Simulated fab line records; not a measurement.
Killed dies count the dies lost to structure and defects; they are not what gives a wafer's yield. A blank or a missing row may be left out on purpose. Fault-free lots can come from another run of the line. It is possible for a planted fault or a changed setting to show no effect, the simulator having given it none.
Split-lot experiment ; flow n5Finfet ; route with 1938 steps; 7 lots, 21 wafers read

== THE SPLIT ITSELF ==
At N5_BEOL_M8_PEB_09 (peb time 60 s), the setting pebTimeS was moved away from the recipe's 60 s on 6 of the 21 wafers read, by -19.6% to +19.0%. For the rest of the wafers, this setting stayed at what the recipe calls for.

== FROM THE SPLIT TO THE READING: what the file shows between them, 9 steps ==
- N5_BEOL_M8_DEVELOP_10: develop time 30 s (also split here: developTimeS)
- N5_BEOL_M8_CD_MEAS_11: target cd 38.5 nm
- N5_BEOL_M8_HM_OPEN_17: chemistry Cl2/BCl3, target TiN, target depth 20 nm, overetch 6 nm
- N5_BEOL_M8_STRIP_19: strips in O2
- N5_BEOL_M8_CD_MEAS_18: pitch 80 nm, target cd 40 nm
- N5_BEOL_M8_COAT_63: time 60 s, resist thk 60 nm
- N5_BEOL_M8_COAT_64: time 60 s, resist thk 12 nm
- N5_BEOL_M8_PRECLEAN_42: cleans in residue remover, time 60 s
- N5_BEOL_M8_SRD_43: time 30 s

== THE READING ==
cdNm, in nm, at N5_BEOL_M8_CD_MEAS_35 (target cd 40 nm). Typical for fault-free wafers on this fab line: 40.3 nm, with standard deviation 0.89 nm.

wafer;tool, chamber at the split;pebTimeS as run, s;against the recipe;cdNm, nm;against lot-mates on the recipe
L074.1;lithoTrack-03, 0;60;recipe;41.2;-
L074.3;lithoTrack-03, 0;60;recipe;40.1;-
L074.5;lithoTrack-03, 0;60;recipe;39.2;-
L078.2;lithoTrack-02, 0;60;recipe;40.7;-
L078.3;lithoTrack-02, 0;60;recipe;40.0;-
L078.6;lithoTrack-02, 0;60;recipe;39.2;-
L086.2;lithoTrack-03, 0;48.22;-19.6%;34.9;-5.1
L086.4;lithoTrack-03, 0;60;recipe;40.0;-
L086.6;lithoTrack-03, 0;48.22;-19.6%;34.0;-6.0
L088.3;lithoTrack-05, 0;60;recipe;41.6;-
L088.5;lithoTrack-05, 0;66.73;+11.2%;44.4;+2.8
L088.6;lithoTrack-05, 0;66.73;+11.2%;43.3;+1.7
L090.2;lithoTrack-05, 0;60;recipe;42.2;-
L090.4;lithoTrack-05, 0;60;recipe;40.8;-
L090.6;lithoTrack-05, 0;60;recipe;41.1;-
L091.2;lithoTrack-03, 0;71.39;+19.0%;44.3;+3.6
L091.4;lithoTrack-03, 0;60;recipe;41.8;-
L091.6;lithoTrack-03, 0;60;recipe;39.5;-
L095.1;lithoTrack-03, 0;68.29;+13.8%;43.5;+4.1
L095.3;lithoTrack-03, 0;60;recipe;38.9;-
L095.5;lithoTrack-03, 0;60;recipe;39.9;-

THE FIT
A straight line over all 21 wafers: cdNm changes by +0.273 nm for each +1% of pebTimeS; r = +0.93; the points scatter about the line by 0.99 nm.
The same after taking each lot's own level away (the mean of its wafers on the recipe; 21 wafers): +0.252 nm for each +1%; r = +0.95; scatter 0.76 nm.
Per that fit: largest pebTimeS move, reading shift of 4.9 nm.
Measured against the standard deviation above, the lots' own levels, which go from 39.40 to 41.60 nm, span 2.5 times it.
The two slopes agree, so the slope changes little with the lot-to-lot level.
Check: for one of the wafers moved furthest among these (-19.6%), held out of the fit, the line's prediction against its lot-mates is -5.08 nm. It came out at -5.1 nm against them.

== OTHER SPLITS APPLIED TO THESE WAFERS ==
These wafers also went through other splits before the reading. Each is held against what the fit with the lots' levels taken away leaves over:
other split on the same wafers;wafers away from the commonest value;r with cdNm (lot level and that fit taken away)
N5_BEOL_M5_COAT_05 spinRpm;6;+0.19
N5_BEOL_M5_ETCH_72 sourceW;4;-0.48
N5_BEOL_M5_ETCH_41 sourceW;6;+0.08
N5_BEOL_M6_ETCH_66 biasW;5;+0.28
N5_BEOL_M7_EXPOSE_25 doseMj;9;+0.06
N5_BEOL_M7_DESCUM_33 timeS;7;+0.26
N5_BEOL_M8_DEVELOP_10 developTimeS;2;+0.47

== THE WHOLE CHAIN: every reading that the file lists as answering this split, in the file's order ==
step;what it does;reading;change (the file's fit);r (the file's)
N5_BEOL_M8_CD_MEAS_11;target cd 38.5 nm;cdNm;+0.207 nm for each +1% of the setting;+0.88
N5_BEOL_M8_CD_MEAS_18;pitch 80 nm, target cd 40 nm;cdNm;+0.234 nm for each +1% of the setting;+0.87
N5_BEOL_M8_CD_MEAS_35;target cd 40 nm;cdNm;+0.244 nm for each +1% of the setting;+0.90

== FILE'S OWN FIT ==
cdNm changes by +0.244 nm for each +1% of pebTimeS, r = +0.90.
